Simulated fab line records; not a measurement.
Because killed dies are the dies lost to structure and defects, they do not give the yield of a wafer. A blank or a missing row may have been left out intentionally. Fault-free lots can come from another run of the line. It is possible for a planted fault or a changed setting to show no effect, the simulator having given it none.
Struck lot and sound lot, side by side || flow nandHarc || 11 out of 1302 route steps
Sound: wafers L438.3, L438.5, L438.6. Struck: wafers L447.1, L447.5. (L447.6 of the same lot was not struck and is left out.) The cause comes at the end.
At each step with rows: each side's tool, then ch and its chambers, then its first start. Under that, the readings that differ: sound wafers || struck wafers || difference of the means || sigmas: that difference in standard deviations of wafers without a fault.
alike: a reading whose means differ by less than 2 such deviations, as well as words and numbers matching on both sides. not compared: withheld readings; readings where some wafer has no value; bounds like >300 that might hide an equal value; numbers whose values overlap and for which the record gives no deviation.
Wherever a step has rows on one side only, a row that says differs or no value, or a row with sigmas, the two part there. Numbers that have no deviation but don't overlap get no sigmas and don't part them. A reading missing from all wafers of one side parts the sides only when that side holds two or more wafers.

first, 1 step without rows for these wafers: NHARC_A_WL_FILL_CVD_23 (deposits poly-Si, target thk 40 nm, time 800 s).
NHARC_A_WL_FILL_ETCHBACK_26: etches the open film in HBr, target depth 52 nm, time 13.3 s.
  sound on rieSi-04 ch 2,3, day 22 07:28; struck on rieSi-03 ch 2,3, day 26 05:16
  alike: drypumpMotorCurrentA, hbrFlowSccm, oesProductAu, throttleValvePct
  not compared: rfHoursCounterH
then, 2 steps without rows for these wafers: NHARC_A_WL_FILL_PRECLEAN_30 (cleans in dHF, time 10 s); NHARC_A_WL_FILL_SRD_14.
NHARC_A_WL_FILL_ALD_19: deposits TiN, target thk 2 nm, pulse time 3 s, ald cycles 100.
  sound on aldMetal-04 ch 1,2, day 22 07:44; struck on aldMetal-04 ch 0,2, day 26 05:34
  alike: heaterPowerW, precursorPulseHeightRel
  not compared: sinceWetCleanH
NHARC_A_WL_FILL_CVD_20: deposits W, target thk 100 nm, time 74 s.
  sound on cvdW-01 ch 0,1; struck on cvdW-02 ch 0,1
  alike: heaterPowerW, throttleValvePct
  not compared: sinceWetCleanH
NHARC_A_WL_FILL_CMP_12: polishes, t overpolish 30 s, target thk 100 nm.
  sound on cmp-01 ch 1,2,3, day 22 08:08; struck on cmp-02 ch 0,3, day 26 05:56
{"reading": "motorCurrentA (A)", "sound": "10.1 11.0 11.7", "struck": "13.2 12.8", "difference": "+2.1", "sigmas": "+2"}
  alike: overpolishRunS, slurryFlowMlMin, timeToEndpointS
then, 1 step without rows for these wafers: NHARC_A_WL_FILL_SRD_31.
NHARC_A_WL_FILL_INSPECT_15:
  sound on defectInspect-02 at day 22 08:34; struck on defectInspect-02 at day 26 06:22
  alike: rawDefectCount
NHARC_A_CONTACT_DEP_24: deposits SiO2, target thk 500 nm.
  sound on pecvd-01 ch 1,2, day 22 08:41; struck on pecvd-01 ch 0, day 26 06:26
{"reading": "mfcPrecursorSccm (sccm)", "sound": "161.2 161.4 160.7", "struck": "129.3 128.9", "difference": -32.0, "sigmas": -70}
{"reading": "showerheadVppV (V)", "sound": "1800 1756 1756", "struck": "2024 2048", "difference": "+265", "sigmas": "+2"}
  alike: heaterPowerW, throttleValvePct
  not compared: sinceWetCleanH
-- record jumps: 4 days between struck wafers' starts before vs after; left off in module A_CONTACT, resumes in module END, first step shown is number 1302 of the route --
NHARC_END_SORT_01:
  sound on prober-02 ch 0, day 25 18:29; struck on prober-02 ch 0, day 29 19:46
  alike: killedAtArray, killedAtOther, killedAtPeriphery, killedDies, killedOpen, killedShort

## WHERE THEY PART
At NHARC_A_WL_FILL_CMP_12 first; at NHARC_A_CONTACT_DEP_24 last (within this record only). Later steps at which nothing parts them and some readings are alike: NHARC_END_SORT_01.

WHY: what the simulator had put in
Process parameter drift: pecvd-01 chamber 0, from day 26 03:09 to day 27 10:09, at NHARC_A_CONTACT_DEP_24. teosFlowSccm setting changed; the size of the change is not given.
